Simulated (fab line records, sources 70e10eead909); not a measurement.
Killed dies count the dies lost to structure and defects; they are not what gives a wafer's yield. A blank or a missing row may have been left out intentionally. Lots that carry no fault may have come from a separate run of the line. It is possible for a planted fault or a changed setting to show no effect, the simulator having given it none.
Which of the tools did it? + flow nand-harc + 38 wafers from 13 lots sampled at 4 of the route's 1302 steps

== WHAT THE GAUGES SHOWED, per wafer ==
NHARC_A_SOURCE_PLATE_THK_MEAS_09: measures by ellipsometry. Usual: thk-nm 9.8 nm, standard deviation 1.2.
| lot  | measured     | on            | thk-nm (nm)    | flag |
|------|--------------|---------------|----------------|------|
| L953 | day 7 02:01  | film-metro-02 | 11.3 8.7 8.7   |      |
| L954 | day 7 14:17  | film-metro-01 | 11.4 10.5 9.3  |      |
| L955 | day 8 02:43  | film-metro-02 | 10.7 11.6 9.4  |      |
| L956 | day 8 15:48  | film-metro-02 | 8.7 12.3 11.5  |      |
| L957 | day 8 15:49  | film-metro-01 | 8.7 10.8 10.6  |      |
| L958 | day 9 01:27  | film-metro-02 | 10.1 10.3 9.0  |      |
| L959 | day 9 17:41  | film-metro-01 | 8.3 8.3 9.9    |      |
| L961 | day 10 10:11 | film-metro-01 | 10.2 10.3 7.1  |      |
| L963 | day 11 05:19 | film-metro-01 | 10.3 10.0 11.6 |      |
| L962 | day 11 05:19 | film-metro-02 | 9.8 10.1 10.7  |      |
| L965 | day 12 02:38 | film-metro-01 | 7.8 10.5 9.1   |      |
| L971 | day 14 12:55 | film-metro-02 | 10.5 9.3       |      |
| L976 | day 16 19:26 | film-metro-01 | 7.8 12.2 10.6  |      |

NHARC_A_SOURCE_PLATE_INSPECT_08. Usual: raw-defect-count 56, standard deviation 26.
| lot  | measured     | on                | raw-defect-count | flag |
|------|--------------|-------------------|------------------|------|
| L953 | day 7 14:48  | defect-inspect-01 | 71 59 46         |      |
| L954 | day 8 05:55  | defect-inspect-02 | 71 52 46         |      |
| L955 | day 8 19:23  | defect-inspect-02 | 86 16 55         |      |
| L956 | day 9 04:46  | defect-inspect-01 | 38 60 47         |      |
| L957 | day 9 04:46  | defect-inspect-02 | 41 33 29         |      |
| L958 | day 9 14:07  | defect-inspect-01 | 46 27 45         |      |
| L959 | day 10 06:37 | defect-inspect-01 | 41 41 69         |      |
| L961 | day 10 23:16 | defect-inspect-02 | 54 64 77         |      |
| L963 | day 11 20:43 | defect-inspect-01 | 45 66 29         |      |
| L962 | day 11 20:43 | defect-inspect-02 | 43 54 70         |      |
| L965 | day 12 15:36 | defect-inspect-02 | 42 66 70         |      |
| L971 | day 15 01:30 | defect-inspect-01 | 37 32            |      |
| L976 | day 17 08:20 | defect-inspect-01 | 32 59 36         |      |

NHARC_A_ONON_D1_THK_MEAS_11: measures by ellipsometry. Usual: thk-nm 1004 nm, standard deviation 10.
| lot  | measured     | on            | thk-nm (nm)    | flag |
|------|--------------|---------------|----------------|------|
| L953 | day 7 17:07  | film-metro-02 | 1012 1011 1012 |      |
| L954 | day 8 08:14  | film-metro-01 | 1011 1010 1011 |      |
| L955 | day 8 21:39  | film-metro-01 | 979 982 980    |      |
| L956 | day 9 07:23  | film-metro-02 | 999 999 998    |      |
| L957 | day 9 07:03  | film-metro-02 | 1010 1009 1010 |      |
| L958 | day 9 16:23  | film-metro-02 | 1007 1007 1008 |      |
| L959 | day 10 08:53 | film-metro-02 | 1000 1002 1000 |      |
| L961 | day 11 01:33 | film-metro-01 | 1021 1021 1023 |      |
| L963 | day 11 23:00 | film-metro-01 | 1012 1013 1014 |      |
| L962 | day 11 22:59 | film-metro-02 | 1004 1003 1002 |      |
| L965 | day 12 17:54 | film-metro-02 | 1017 1015 1015 |      |
| L971 | day 15 03:46 | film-metro-02 | 1079 1011      | OFF  |
| L976 | day 17 10:37 | film-metro-02 | 996 995 993    |      |

== TOOL THAT RAN EACH LOT (tool first, then ch and the chambers of the sampled wafers, then the start) ==
| lot  | NHARC_A_ONON_D1_DEP_09           |
|------|----------------------------------|
| L953 | pecvd-onon-03 ch 0, day 7 16:41  |
| L954 | pecvd-onon-03 ch 0, day 8 07:41  |
| L955 | pecvd-onon-03 ch 0, day 8 21:08  |
| L956 | pecvd-onon-03 ch 0, day 9 06:53  |
| L957 | pecvd-onon-02 ch 0, day 9 06:35  |
| L958 | pecvd-onon-03 ch 0, day 9 15:56  |
| L959 | pecvd-onon-03 ch 0, day 10 08:32 |
| L961 | pecvd-onon-03 ch 0, day 11 01:13 |
| L963 | pecvd-onon-04 ch 0, day 11 22:32 |
| L962 | pecvd-onon-02 ch 0, day 11 22:35 |
| L965 | pecvd-onon-02 ch 0, day 12 17:23 |
| L971 | pecvd-onon-03 ch 0, day 15 03:19 |
| L976 | pecvd-onon-02 ch 0, day 17 10:10 |
- NHARC_A_ONON_D1_DEP_09: target thk 1000 nm.

== WHAT THE TOOLS THEMSELVES READ (means of the sampled wafers that have a number; where no wafer has one, the mark that the record gives instead) ==
The record holds no such reading with a usual standard deviation.

== THE ANSWER, worked out from the rows above alone ==
Rule: a lot is off if the mean of its wafers that have a number lies more than 3 standard deviations from the usual mean. Also off: a lot with no number at a reading for which 4 or more lots have one. Where the step has rows for the other lots, those lots are counted as sound. First the gauges in route order, then the tools' own readings, where a lot's mean is used as printed above. At the first step where some lot is off, the reading lying furthest off is the one used; lots without a number count as furthest.
Off, at NHARC_A_ONON_D1_THK_MEAS_11 on thk-nm: L971.
A tool fits if, at a process step before that reading, it ran every lot that is off, and no sound lot after the first of them. Gauges at NHARC_A_ONON_D1_THK_MEAS_11: tried the same way as those tools. One fits: pecvd-onon-03 at NHARC_A_ONON_D1_DEP_09. Its last sound lot is L961 (day 11 01:13), its first lot that is off L971 (day 15 03:19): a fault that began between those two fits.

== WHAT WAS PUT IN BY THE SIMULATOR ==
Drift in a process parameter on pecvd-onon-03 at NHARC_A_ONON_D1_DEP_09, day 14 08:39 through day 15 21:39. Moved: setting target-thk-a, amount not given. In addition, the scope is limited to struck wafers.
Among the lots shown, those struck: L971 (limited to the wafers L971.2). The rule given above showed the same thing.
